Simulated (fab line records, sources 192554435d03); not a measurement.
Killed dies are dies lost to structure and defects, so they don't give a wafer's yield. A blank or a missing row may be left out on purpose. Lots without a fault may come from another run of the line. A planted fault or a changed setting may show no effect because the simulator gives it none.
One fault seen from 2 desks | flow n5_finfet | each desk has only its own numbers; what lay behind them comes last

THE TOOL OWNER'S DESK: rie_diel-02
The tool's own readings at N5_FIN_CUT_CUT_ETCH_26 (etches SiNx in CH3F/O2, target depth 39 nm, time 55.7 s): means of the sampled wafers that have a number, for each lot that ran on this tool. A lot is out of limits, marked OUT, if its mean lies more than 4 standard deviations from the usual mean; the brackets give that distance.
Columns: A = drypump_motor_current_A at N5_FIN_CUT_CUT_ETCH_26, usual 5.6 A; B = oes_product_au at N5_FIN_CUT_CUT_ETCH_26, usual 0.74 a.u.; C = rf_vpp_V at N5_FIN_CUT_CUT_ETCH_26, usual 297 V; D = run_length_s at N5_FIN_CUT_CUT_ETCH_26, usual 79.1 s; E = showerhead_plenum_p_Torr at N5_FIN_CUT_CUT_ETCH_26, usual 1.97 Torr; F = throttle_valve_pct at N5_FIN_CUT_CUT_ETCH_26, usual 16.40 %
lot  | first seen here | A   | B    | C   | D    | E    | F
L885 | day 2 04:29     | 5.6 | 0.68 | 301 | 79.7 | 2.01 | 16.41
L890 | day 3 09:07     | 5.7 | 0.69 | 299 | 79.6 | 1.99 | 16.29
L895 | day 4 15:43     | 5.9 | 0.77 | 297 | 78.8 | 1.94 | 16.37
L898 | day 5 08:50     | 5.6 | 0.85 | 298 | 78.3 | 1.98 | 16.12
This desk's finding: nothing out of limits on any of the 4 lots.

THE METROLOGY DESK
What the gauges read, lot by lot, whatever tool the lot ran on: means of the sampled wafers that have a number. A lot is out of limits, marked OUT, if its mean lies more than 4 standard deviations from the usual mean; the brackets give that distance. Of its 10 readings 7 are shown: those that lie furthest out on some lot.
Columns: A = IOFF_N at N5_BEOL_M4_RC_MEAS_101, usual 0.17 nA/um; B = IOFF_P at N5_BEOL_M4_RC_MEAS_101, usual 0.23 nA/um; C = ION_N at N5_BEOL_M4_RC_MEAS_101, usual 681 uA/um; D = ION_P at N5_BEOL_M4_RC_MEAS_101, usual 467 uA/um; E = SS_P at N5_BEOL_M4_RC_MEAS_101, usual 73.4 mV/dec; F = VT_N at N5_BEOL_M4_RC_MEAS_101, usual 249 mV; G = VT_P at N5_BEOL_M4_RC_MEAS_101, usual -249 mV
lot  | first seen here | A    | B    | C   | D   | E    | F   | G
L885 | day 7 22:34     | 0.18 | 0.21 | 686 | 465 | 73.6 | 248 | -252
L890 | day 9 11:08     | 0.15 | 0.17 | 676 | 460 | 72.8 | 250 | -254
L895 | day 10 06:43    | 0.16 | 0.21 | 681 | 464 | 73.2 | 249 | -251
L898 | day 11 07:30    | 0.16 | 0.22 | 679 | 463 | 73.3 | 250 | -250
L900 | day 11 21:41    | 0.16 | 0.20 | 686 | 465 | 73.2 | 251 | -253
L899 | day 11 22:51    | 0.15 | 0.17 | 669 | 453 | 73.9 | 251 | -256
L906 | day 13 04:14    | 0.25 | 0.32 | 704 | 486 | 74.3 | 242 | -243
L907 | day 13 06:14    | 0.17 | 0.25 | 690 | 478 | 73.2 | 247 | -243
L908 | day 13 12:21    | 0.16 | 0.20 | 674 | 460 | 72.9 | 249 | -249
This desk's finding: nothing out of limits on any of the 9 lots.

PUT TOGETHER
The tool owner's desk saw nothing out of limits.
The metrology desk saw nothing out of limits.

WHAT THE SIMULATOR HAD PUT IN
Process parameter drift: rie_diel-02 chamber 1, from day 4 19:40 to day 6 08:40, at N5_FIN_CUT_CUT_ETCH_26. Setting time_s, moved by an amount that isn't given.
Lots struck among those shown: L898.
